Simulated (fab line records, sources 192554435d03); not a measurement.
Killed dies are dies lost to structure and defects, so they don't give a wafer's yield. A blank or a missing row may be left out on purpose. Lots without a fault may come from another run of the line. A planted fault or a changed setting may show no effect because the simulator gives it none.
Chamber matching | flow n5_finfet | N5_BEOL_M0_SAQP_DESCUM_19 on rie_diel-06: 4 sister chambers
The step chemistry O2, time 7.9 s. 4 wafers are shown with their chamber, then 8 later ones without.

WAFERS WITH THEIR CHAMBER
wafer  | chamber | showerhead_plenum_p_Torr (Torr)
L086.5 | 1       | 2.11
L087.2 | 3       | 2.00
L087.5 | 2       | 2.16
L089.3 | 0       | 2.20

WAFERS WITHOUT THEIR CHAMBER
wafer  | showerhead_plenum_p_Torr (Torr)
L089.5 | 2.00
L089.6 | 2.20
L090.1 | 2.00
L090.5 | 2.20
L090.6 | 2.10
L091.1 | 2.00
L091.2 | 2.16
L091.4 | 2.20

WHICH CHAMBER EACH WENT THROUGH
wafer  | from the rows above | in truth
L089.5 | 3                   | 3
L089.6 | 0                   | 0
L090.1 | 3                   | 3
L090.5 | 0                   | 0
L090.6 | 1                   | 1
L091.1 | 3                   | 3
L091.2 | 2                   | 2
L091.4 | 0                   | 0
Placed correctly: 8 of 8. Can't be placed from these rows: 0. Placed wrongly: 0.
How it was worked out, from the rows above alone: a wafer's distance from a chamber is the root of the sum, over the readings, of the square of ((its reading less the chamber's mean) divided by the reading's scatter). The wafer belongs to the nearest chamber; if the next one is less than 2 further off, it can't be placed. A chamber's mean is the mean of its shown wafers. The scatter: with one shown wafer a chamber, the root of the mean of the squares of how far each hidden wafer lies from its nearest shown one.
